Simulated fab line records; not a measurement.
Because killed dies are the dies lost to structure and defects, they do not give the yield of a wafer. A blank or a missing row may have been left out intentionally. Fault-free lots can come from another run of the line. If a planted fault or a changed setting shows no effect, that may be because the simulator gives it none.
Which tool is to blame? || flow n5_finfet || 8 lots (24 wafers sampled), 1 step of a 1938-step route

## WHAT THE GAUGES READ, wafer by wafer
N5_BEOL_M1_RS_MEAS_58: measures by four-point-probe.
{"lot": "L817", "measured": "day 7 22:11", "on": "film_metro-01", "M1_RS (ohm/sq)": "0.704 0.644 0.651"}
{"lot": "L820", "measured": "day 8 17:07", "on": "film_metro-02", "M1_RS (ohm/sq)": "0.680 0.661 0.693"}
{"lot": "L824", "measured": "day 9 19:46", "on": "film_metro-02", "M1_RS (ohm/sq)": "0.652 0.640 0.644"}
{"lot": "L826", "measured": "day 10 07:18", "on": "film_metro-02", "M1_RS (ohm/sq)": "0.625 0.656 0.650"}
{"lot": "L830", "measured": "day 11 06:10", "on": "film_metro-01", "M1_RS (ohm/sq)": "0.702 0.644 0.652"}
{"lot": "L831", "measured": "day 11 13:35", "on": "film_metro-02", "M1_RS (ohm/sq)": "0.681 0.648 0.681"}
{"lot": "L833", "measured": "day 11 17:34", "on": "film_metro-02", "M1_RS (ohm/sq)": "0.678 0.623 0.623"}
{"lot": "L832", "measured": "day 11 18:35", "on": "film_metro-01", "M1_RS (ohm/sq)": "0.704 0.704 0.674"}

## WHICH TOOL RAN EACH LOT (tool, then ch and the chambers of the sampled wafers, then the start)
There is no process step in the record ahead of these readings.

## THE ANSWER, worked out from the rows above alone
Rule: usual is defined by the lots themselves. The widest of any qualifying gaps counts: lots, ordered by their means at a reading, are off when they make up no more than a third of the lots, leave a main group of 4 or more, and stand apart from it by 3 or more times the standard deviation of that group's means. If all means in a main group match to the digits the tables above print for the reading, that group is not used. A lot without any number at a reading at which 4 lots or more have one is off too. Any other lot the step has rows for is counted as sound.
Nothing can be told from this: no lot is off at any reading shown.

## WHAT THE SIMULATOR HAD PUT IN
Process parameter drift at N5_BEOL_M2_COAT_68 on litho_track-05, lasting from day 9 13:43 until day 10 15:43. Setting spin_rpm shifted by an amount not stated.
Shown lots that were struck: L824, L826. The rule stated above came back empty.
